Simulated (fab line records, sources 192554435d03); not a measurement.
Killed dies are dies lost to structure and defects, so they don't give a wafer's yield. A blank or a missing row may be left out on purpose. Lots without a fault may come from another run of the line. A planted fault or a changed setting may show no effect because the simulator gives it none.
Split-lot experiment | flow n5_finfet | 7 lots, 39 wafers read, on a route of 1938 steps

THE SPLIT
At N5_FIN_CUT_CUT_ETCH_15 (etches Si in HBr/Cl2/O2, target depth 100 nm, bt time 10 s, time 42.4 s), the setting time_s was moved away from the recipe's 42.4 s on 12 of the 39 wafers read, by -56.2% to +50.2%. The other wafers ran this setting at the recipe's value.

The reading is taken at the split's own step.

THE READING
SOC_of_FIN_CUT_COAT_18.thk_nm (the simulator's own value, which no gauge read), in nm, at N5_FIN_CUT_CUT_ETCH_15 (etches Si in HBr/Cl2/O2, target depth 100 nm, bt time 10 s, time 42.4 s). The file gives no usual value for it. The 27 wafers here that ran the recipe average 170.6 nm, standard deviation 1.4 nm.

wafer  | tool, chamber at the split | time_s as run, s | against the recipe | SOC_of_FIN_CUT_COAT_18.thk_nm, nm | against lot-mates on the recipe
L074.1 | rie_si-06, 3               | 42.4             | recipe             | 170.2                             | -
L074.2 | rie_si-06, 0               | 42.4             | recipe             | 168.6                             | -
L074.3 | rie_si-06, 2               | 42.4             | recipe             | 171.8                             | -
L074.4 | rie_si-06, 1               | 42.4             | recipe             | 170                               | -
L074.5 | rie_si-06, 0               | 42.4             | recipe             | 169                               | -
L074.6 | rie_si-06, 3               | 42.4             | recipe             | 171.6                             | -
L077.1 | rie_si-01, 0               | 18.58            | -56.2%             | 192                               | +21.9
L077.2 | rie_si-01, 1               | 42.4             | recipe             | 170.4                             | -
L077.3 | rie_si-01, 3               | 18.58            | -56.2%             | 190.8                             | +20.7
L077.4 | rie_si-01, 2               | 42.4             | recipe             | 170.4                             | -
L077.5 | rie_si-01, 2               | 42.4             | recipe             | 169.4                             | -
L077.6 | rie_si-01, 3               | 18.58            | -56.2%             | 191.2                             | +21.1
L081.1 | rie_si-06, 3               | 42.4             | recipe             | 171.8                             | -
L081.2 | rie_si-06, 1               | 26.25            | -38.1%             | 186                               | +15.0
L081.3 | rie_si-06, 2               | 26.25            | -38.1%             | 187                               | +16.0
L081.4 | rie_si-06, 0               | 42.4             | recipe             | 170.8                             | -
L081.5 | rie_si-06, 0               | 42.4             | recipe             | 170.4                             | -
L081.6 | rie_si-06, 1               | 26.25            | -38.1%             | 186.8                             | +15.8
L082.1 | rie_si-04, 2               | 23.28            | -45.1%             | 188                               | +17.1
L082.2 | rie_si-04, 3               | 42.4             | recipe             | 171.2                             | -
L082.3 | rie_si-04, 0               | 23.28            | -45.1%             | 187                               | +16.1
L082.4 | rie_si-04, 1               | 23.28            | -45.1%             | 187.4                             | +16.5
L082.5 | rie_si-04, 3               | 42.4             | recipe             | 172.6                             | -
L082.6 | rie_si-04, 2               | 42.4             | recipe             | 169                               | -
L084.1 | rie_si-06, 2               | 42.4             | recipe             | 171.8                             | -
L084.2 | rie_si-06, 1               | 42.4             | recipe             | 169.6                             | -
L084.3 | rie_si-06, 0               | 42.4             | recipe             | 168.6                             | -
L084.4 | rie_si-06, 3               | 42.4             | recipe             | 171                               | -
L084.5 | rie_si-06, 0               | 42.4             | recipe             | 168.6                             | -
L084.6 | rie_si-06, 1               | 42.4             | recipe             | 170.8                             | -
L086.1 | rie_si-06, 2               | 42.4             | recipe             | 170.2                             | -
L086.2 | rie_si-06, 3               | 42.4             | recipe             | 170.4                             | -
L086.3 | rie_si-06, 0               | 63.68            | +50.2%             | 148.8                             | -21.2
L086.4 | rie_si-06, 1               | 63.68            | +50.2%             | 151.2                             | -18.8
L086.5 | rie_si-06, 1               | 42.4             | recipe             | 169.4                             | -
L086.6 | rie_si-06, 0               | 63.68            | +50.2%             | 148.8                             | -21.2
L094.2 | rie_si-04, 3               | 42.4             | recipe             | 173.6                             | -
L094.3 | rie_si-04, 2               | 42.4             | recipe             | 170.8                             | -
L094.6 | rie_si-04, 3               | 42.4             | recipe             | 173.6                             | -

THE FIT
A straight line over all 39 wafers: SOC_of_FIN_CUT_COAT_18.thk_nm changes by -0.394 nm for each +1% of time_s; r = -0.99; the points scatter about the line by 1.4 nm.
The same after taking each lot's own level away (the mean of its wafers on the recipe; 39 wafers): -0.39 nm for each +1%; r = -0.99; scatter 1.1 nm.
On that fit, the largest move of time_s shifts the reading by 22 nm.
The lots' own levels span 170.00 to 172.67 nm, that is 2.0 times the standard deviation above.
So the lot-to-lot level changes the slope little: the two slopes agree.
Check: with one of the wafers moved furthest among these (-56.2%) left out of the fit, the line predicts +21.7 nm for it against its lot-mates. It came out at +21.9 nm against them.

OTHER SPLITS ON THESE WAFERS
These wafers also went through other splits before the reading. Each is held against what the fit with the lots' levels taken away leaves over:
other split on the same wafers     | wafers away from the commonest value | r with SOC_of_FIN_CUT_COAT_18.thk_nm (lot level and that fit taken away)
N5_FIN_SAQP_HM_DEP_72 target_thk_a | 18                                   | -0.03

THE WHOLE CHAIN: every reading that the file lists as answering this split, in the file's order
step                   | what it does                                                            | reading                                                                        | change (the file's fit)               | r (the file's)
N5_FIN_CUT_CUT_ETCH_15 | etches Si in HBr/Cl2/O2, target depth 100 nm, bt time 10 s, time 42.4 s | etch.depth_nm (the simulator's own value, which no gauge read)                 | +1.03 nm for each +1% of the setting  | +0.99
N5_FIN_CUT_CUT_ETCH_15 | etches Si in HBr/Cl2/O2, target depth 100 nm, bt time 10 s, time 42.4 s | FIN_CUT.feature_depth_nm (the simulator's own value, which no gauge read)      | +1.03 nm for each +1% of the setting  | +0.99
N5_FIN_CUT_CUT_ETCH_15 | etches Si in HBr/Cl2/O2, target depth 100 nm, bt time 10 s, time 42.4 s | SOC_of_FIN_CUT_COAT_18.thk_nm (the simulator's own value, which no gauge read) | -0.388 nm for each +1% of the setting | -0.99

THE FILE'S OWN FIT
SOC_of_FIN_CUT_COAT_18.thk_nm changes by -0.388 nm for each +1% of time_s, r = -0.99.
